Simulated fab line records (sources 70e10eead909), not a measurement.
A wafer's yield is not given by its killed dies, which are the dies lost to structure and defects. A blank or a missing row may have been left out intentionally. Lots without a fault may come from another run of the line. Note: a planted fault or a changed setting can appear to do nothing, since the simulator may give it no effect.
What tool caused it? | flow nand-harc | 66 wafers from 22 lots sampled at 4 of the route's 1159 steps

WHAT THE GAUGES SHOWED, per wafer
NHARC_A_SIN_REMOVE_INSPECT_04. Usual: raw-defect-count reads 291 (standard deviation 77).
lot  | measured     | on                | raw-defect-count | flag
L076 | day 14 21:34 | defect-inspect-02 | 346 244 440      |
L075 | day 14 21:34 | defect-inspect-01 | 221 352 349      |
L074 | day 15 02:52 | defect-inspect-01 | 279 407 267      |
L077 | day 15 19:46 | defect-inspect-02 | 261 363 365      |
L080 | day 15 19:47 | defect-inspect-01 | 268 326 377      |
L079 | day 15 19:49 | defect-inspect-02 | 253 192 303      |
L078 | day 15 23:23 | defect-inspect-01 | 179 192 220      |
L081 | day 16 12:11 | defect-inspect-02 | 310 332 329      |
L083 | day 17 02:14 | defect-inspect-01 | 216 221 177      |
L084 | day 17 02:14 | defect-inspect-02 | 327 294 359      |
L088 | day 17 20:25 | defect-inspect-02 | 300 314 409      |
L085 | day 17 20:24 | defect-inspect-01 | 306 224 270      |
L086 | day 18 09:23 | defect-inspect-01 | 286 273 216      |
L087 | day 18 19:17 | defect-inspect-01 | 514 319 269      |
L090 | day 18 19:17 | defect-inspect-02 | 229 504 207      |
L089 | day 18 19:17 | defect-inspect-02 | 254 185 221      |
L091 | day 18 22:38 | defect-inspect-02 | 264 245 254      |
L092 | day 19 18:42 | defect-inspect-02 | 349 311 287      |
L094 | day 19 15:20 | defect-inspect-02 | 345 340 333      |
L095 | day 19 18:43 | defect-inspect-01 | 314 248 244      |
L096 | day 20 08:26 | defect-inspect-02 | 342 246 317      |
L097 | day 20 20:25 | defect-inspect-01 | 183 258 278      |

WHICH TOOL RAN EACH LOT (tool, then ch and the chambers of the sampled wafers, then the start)
lot  | NHARC_A_STAIRCASE_ETCHBACK_422     | NHARC_A_SGD_CUT_ETCHBACK_24        | NHARC_A_SLIT_ETCH_15
L076 | rie-diel-11 ch 0,3, day 13 21:52   | rie-diel-04 ch 1,2, day 14 07:00   | rie-diel-08 ch 0,2,3, day 14 21:34 or earlier
L075 | rie-diel-02 ch 2,3, day 13 22:14   | rie-diel-06 ch 0,1, day 14 07:02   | rie-diel-08 ch 0,1,3, day 14 21:34 or earlier
L074 | rie-diel-03 ch 0,3, day 14 03:38   | rie-diel-04 ch 0,2, day 14 12:14   | rie-diel-01 ch 0,2, day 15 02:52 or earlier
L077 | rie-diel-11 ch 0,1, day 14 18:19   | rie-diel-06 ch 1,2,3, day 15 03:43 | rie-diel-12 ch 0,1,3, day 15 19:46 or earlier
L080 | rie-diel-11 ch 0,2,3, day 14 22:37 | rie-diel-04 ch 0,1,3, day 15 07:13 | rie-diel-01 ch 0,1,3, day 15 19:47 or earlier
L079 | rie-diel-03 ch 1,2,3, day 14 23:08 | rie-diel-06 ch 0,1,2, day 15 07:14 | rie-diel-08 ch 0,1,2, day 15 19:49 or earlier
L078 | rie-diel-03 ch 1,2,3, day 15 00:04 | rie-diel-04 ch 0,1,2, day 15 07:17 | rie-diel-12 ch 1,2,3, day 15 23:23 or earlier
L081 | rie-diel-03 ch 0,3, day 15 11:36   | rie-diel-04 ch 0,1, day 15 20:01   | rie-diel-01 ch 2,3, day 16 12:11 or earlier
L083 | rie-diel-03 ch 0,1,2, day 16 00:38 | rie-diel-04 ch 1,3, day 16 09:21   | rie-diel-08 ch 1,2,3, day 17 02:14 or earlier
L084 | rie-diel-03 ch 0,1,3, day 16 01:17 | rie-diel-06 ch 2,3, day 16 09:16   | rie-diel-01 ch 0,2,3, day 17 02:14 or earlier
L088 | rie-diel-11 ch 0,2,3, day 16 21:23 | rie-diel-05 ch 1,2, day 17 05:58   | rie-diel-12 ch 2,3, day 17 20:25 or earlier
L085 | rie-diel-11 ch 1,2,3, day 16 21:41 | rie-diel-04 ch 1,2,3, day 17 05:56 | rie-diel-08 ch 0,1,2, day 17 20:24 or earlier
L086 | rie-diel-03 ch 1,2,3, day 17 08:14 | rie-diel-05 ch 1,2, day 17 18:26   | rie-diel-12 ch 1,3, day 18 09:23 or earlier
L087 | rie-diel-03 ch 0,2,3, day 17 18:27 | rie-diel-04 ch 1,2,3, day 18 02:57 | rie-diel-12 ch 1,2,3, day 18 19:17 or earlier
L090 | rie-diel-02 ch 0,2,3, day 17 18:38 | rie-diel-06 ch 0,2,3, day 18 02:56 | rie-diel-01 ch 0,1,2, day 18 19:17 or earlier
L089 | rie-diel-02 ch 0,3, day 17 19:54   | rie-diel-05 ch 2,3, day 18 02:59   | rie-diel-08 ch 2,3, day 18 19:17 or earlier
L091 | rie-diel-11 ch 0,1,3, day 17 20:21 | rie-diel-05 ch 1,2, day 18 03:05   | rie-diel-01 ch 0,1,3, day 18 22:38 or earlier
L092 | rie-diel-03 ch 1,2,3, day 18 11:25 | rie-diel-05 ch 1,2,3, day 18 20:36 | rie-diel-08 ch 0,2,3, day 19 18:42 or earlier
L094 | rie-diel-11 ch 0,3, day 18 11:27   | rie-diel-06 ch 0,2, day 18 20:29   | rie-diel-08 ch 0,3, day 19 15:20 or earlier
L095 | rie-diel-03 ch 0,2,3, day 18 11:44 | rie-diel-06 ch 0,2,3, day 18 20:38 | rie-diel-12 ch 1,2,3, day 19 18:43 or earlier
L096 | rie-diel-02 ch 0,1,2, day 19 09:32 | rie-diel-05 ch 0,1,3, day 19 17:53 | rie-diel-12 ch 0,1,2, day 20 08:26 or earlier
L097 | rie-diel-02 ch 0,1,2, day 19 20:36 | rie-diel-04 ch 0,2,3, day 20 04:52 | rie-diel-01 ch 0,1,2, day 20 20:25 or earlier
- NHARC_A_STAIRCASE_ETCHBACK_422: etches the open film in CH3F/O2, target depth 40 nm, time 74.286 s.
- NHARC_A_SGD_CUT_ETCHBACK_24: etches the open film in CH3F/O2, target depth 50 nm, time 92.857 s.
- NHARC_A_SLIT_ETCH_15: etches the open film in O2/COS, target depth 3200 nm, time 832 s.

AS READ BY THE TOOLS THEMSELVES (means over the sampled wafers that have a number; for cases with no such wafer, the mark the record gives instead)
NHARC_A_STAIRCASE_ETCHBACK_422. Usual: drypump-motor-current-A 5.8 A, standard deviation 0.31; oes-product-au 0.96 a.u., standard deviation 0.038; rf-vpp-V 244.5 V, standard deviation 1.5; showerhead-plenum-p-Torr 2.47 Torr, standard deviation 0.085; throttle-valve-pct 20.664 %, standard deviation 0.0087.
lot  | tool        | drypump-motor-current-A (A) | oes-product-au (a.u.) | rf-vpp-V (V) | showerhead-plenum-p-Torr (Torr) | throttle-valve-pct (%) | flag
L076 | rie-diel-11 | 5.7                         | 0.97                  | 244.6        | 2.49                            | 20.662                 |
L075 | rie-diel-02 | 6.2                         | 0.92                  | 242.9        | 2.31                            | 20.655                 |
L074 | rie-diel-03 | 5.8                         | 0.92                  | 243.3        | 2.42                            | 20.663                 |
L077 | rie-diel-11 | 6.0                         | 0.93                  | 244.6        | 2.48                            | 20.671                 |
L080 | rie-diel-11 | 5.7                         | 0.93                  | 244.6        | 2.51                            | 20.660                 |
L079 | rie-diel-03 | 5.7                         | 0.92                  | 243.9        | 2.46                            | 20.664                 |
L078 | rie-diel-03 | 5.7                         | 1.00                  | 245.4        | 2.46                            | 20.668                 |
L081 | rie-diel-03 | 5.8                         | 0.93                  | 243.4        | 2.42                            | 20.660                 |
L083 | rie-diel-03 | 5.8                         | 0.92                  | 244.2        | 2.49                            | 20.676                 |
L084 | rie-diel-03 | 5.7                         | 1.01                  | 243.8        | 2.42                            | 20.658                 |
L088 | rie-diel-11 | 5.7                         | 1.01                  | 245.2        | 2.50                            | 20.660                 |
L085 | rie-diel-11 | 5.6                         | 1.00                  | 245.0        | 2.50                            | 20.661                 |
L086 | rie-diel-03 | 5.8                         | 0.93                  | 244.1        | 2.45                            | 20.653                 |
L087 | rie-diel-03 | 5.8                         | 1.01                  | 243.6        | 2.44                            | 20.664                 |
L090 | rie-diel-02 | 6.2                         | 0.92                  | 245.1        | 2.47                            | 20.661                 |
L089 | rie-diel-02 | 6.4                         | 0.99                  | 243.9        | 2.46                            | 20.660                 |
L091 | rie-diel-11 | 5.8                         | 0.92                  | 244.5        | 2.47                            | 20.670                 |
L092 | rie-diel-03 | 5.8                         | 0.98                  | 244.1        | 2.45                            | 20.665                 |
L094 | rie-diel-11 | 5.9                         | 1.01                  | 244.4        | 2.47                            | 20.663                 |
L095 | rie-diel-03 | 5.8                         | 1.00                  | 243.9        | 2.44                            | 20.660                 |
L096 | rie-diel-02 | 5.7                         | 0.93                  | 243.9        | 2.46                            | 20.665                 |
L097 | rie-diel-02 | 5.7                         | 1.00                  | 243.5        | 2.46                            | 20.662                 |

NHARC_A_SGD_CUT_ETCHBACK_24. Usual: drypump-motor-current-A 5.8 A, standard deviation 0.67; oes-product-au 0.97 a.u., standard deviation 0.036; rf-vpp-V 244.0 V, standard deviation 1.8; showerhead-plenum-p-Torr 2.44 Torr, standard deviation 0.12; throttle-valve-pct 20.663 %, standard deviation 0.0098.
lot  | tool        | drypump-motor-current-A (A) | oes-product-au (a.u.) | rf-vpp-V (V) | showerhead-plenum-p-Torr (Torr) | throttle-valve-pct (%) | flag
L076 | rie-diel-04 | 6.3                         | 0.95                  | 243.5        | 2.37                            | 20.666                 |
L075 | rie-diel-06 | 6.4                         | 0.93                  | 243.2        | 2.41                            | 20.669                 |
L074 | rie-diel-04 | 5.6                         | 0.91                  | 242.2        | 2.30                            | 20.664                 |
L077 | rie-diel-06 | 6.1                         | 0.99                  | 245.5        | 2.48                            | 20.671                 |
L080 | rie-diel-04 | 5.7                         | 1.01                  | 244.9        | 2.45                            | 20.665                 |
L079 | rie-diel-06 | 6.1                         | 0.93                  | 244.4        | 2.49                            | 20.660                 |
L078 | rie-diel-04 | 5.9                         | 1.01                  | 243.3        | 2.34                            | 20.658                 |
L081 | rie-diel-04 | 5.7                         | 0.95                  | 242.6        | 2.34                            | 20.662                 |
L083 | rie-diel-04 | 5.7                         | 0.92                  | 246.2        | 2.56                            | 20.653                 |
L084 | rie-diel-06 | 5.8                         | 0.99                  | 245.9        | 2.56                            | 20.661                 |
L088 | rie-diel-05 | 5.3                         | 0.96                  | 243.3        | 2.40                            | 20.674                 |
L085 | rie-diel-04 | 5.8                         | 1.00                  | 244.8        | 2.45                            | 20.664                 |
L086 | rie-diel-05 | 5.3                         | 1.00                  | 243.2        | 2.40                            | 20.663                 |
L087 | rie-diel-04 | 5.8                         | 0.93                  | 244.4        | 2.45                            | 20.655                 |
L090 | rie-diel-06 | 6.1                         | 0.92                  | 245.9        | 2.55                            | 20.671                 |
L089 | rie-diel-05 | 5.8                         | 1.00                  | 244.0        | 2.41                            | 20.660                 |
L091 | rie-diel-05 | 5.2                         | 1.00                  | 243.1        | 2.40                            | 20.672                 |
L092 | rie-diel-05 | 5.8                         | 0.98                  | 243.9        | 2.44                            | 20.664                 |
L094 | rie-diel-06 | 6.2                         | 1.00                  | 244.8        | 2.56                            | 20.660                 |
L095 | rie-diel-06 | 6.2                         | 0.99                  | 245.3        | 2.55                            | 20.652                 |
L096 | rie-diel-05 | 5.8                         | 0.98                  | 242.7        | 2.44                            | 20.667                 |
L097 | rie-diel-04 | 5.4                         | 0.99                  | 243.4        | 2.41                            | 20.666                 |

NHARC_A_SLIT_ETCH_15. Usual: drypump-motor-current-A 5.8 A, standard deviation 0.49; oes-product-au 1.000 a.u., standard deviation 0.011; rf-vpp-V 314.1 V, standard deviation 2.4; showerhead-plenum-p-Torr 3.12 Torr, standard deviation 0.15; throttle-valve-pct 28.330 %, standard deviation 0.01.
lot  | tool        | drypump-motor-current-A (A) | oes-product-au (a.u.) | rf-vpp-V (V) | showerhead-plenum-p-Torr (Torr) | throttle-valve-pct (%) | flag
L076 | rie-diel-08 | 5.8                         | 0.991                 | 313.6        | 3.08                            | 28.332                 |
L075 | rie-diel-08 | 6.0                         | 0.995                 | 312.6        | 3.05                            | 28.337                 |
L074 | rie-diel-01 | 6.0                         | 1.014                 | 311.7        | 2.95                            | 28.330                 |
L077 | rie-diel-12 | 5.9                         | 0.996                 | 316.2        | 3.22                            | 28.332                 |
L080 | rie-diel-01 | 5.6                         | 1.010                 | 313.6        | 3.10                            | 28.316                 |
L079 | rie-diel-08 | 5.9                         | 1.003                 | 312.5        | 3.01                            | 28.328                 |
L078 | rie-diel-12 | 5.7                         | 1.000                 | 315.1        | 3.22                            | 28.324                 |
L081 | rie-diel-01 | 5.9                         | 1.013                 | 312.6        | 3.00                            | 28.332                 |
L083 | rie-diel-08 | 5.7                         | 0.985                 | 312.6        | 3.03                            | 28.325                 |
L084 | rie-diel-01 | 6.0                         | 1.013                 | 311.6        | 2.99                            | 28.338                 |
L088 | rie-diel-12 | 5.3                         | 0.993                 | 313.7        | 3.10                            | 28.334                 |
L085 | rie-diel-08 | 5.9                         | 1.000                 | 312.9        | 3.01                            | 28.333                 |
L086 | rie-diel-12 | 5.8                         | 0.999                 | 314.8        | 3.21                            | 28.336                 |
L087 | rie-diel-12 | 5.7                         | 0.994                 | 315.3        | 3.22                            | 28.325                 |
L090 | rie-diel-01 | 5.6                         | 1.012                 | 313.6        | 3.07                            | 28.330                 |
L089 | rie-diel-08 | 5.5                         | 0.990                 | 313.7        | 3.06                            | 28.327                 |
L091 | rie-diel-01 | 5.5                         | 1.011                 | 313.6        | 3.09                            | 28.327                 |
L092 | rie-diel-08 | 5.8                         | 0.997                 | 313.4        | 3.08                            | 28.324                 |
L094 | rie-diel-08 | 6.1                         | 0.995                 | 314.3        | 3.10                            | 28.333                 |
L095 | rie-diel-12 | 5.7                         | 0.996                 | 314.7        | 3.22                            | 28.329                 |
L096 | rie-diel-12 | 6.2                         | 0.999                 | 317.3        | 3.34                            | 28.326                 |
L097 | rie-diel-01 | 5.6                         | 1.007                 | 315.1        | 3.07                            | 28.322                 |

THE ANSWER, worked out from the rows above alone
Rule: take the mean of a lot's wafers that have a number; if it is more than 3 standard deviations from the usual mean, the lot is off. A lot without any number at a reading at which 4 lots or more have one is off too. Any other lot the step has rows for is counted as sound. First the gauges in route order, then the tools' own readings, where a lot's mean is used as printed above. At the first step where some lot is off, the reading lying furthest off is the one used; lots without a number count as furthest.
No lot is off at any reading shown: from this, nothing can be told.

WHAT THE SIMULATOR HAD PUT IN
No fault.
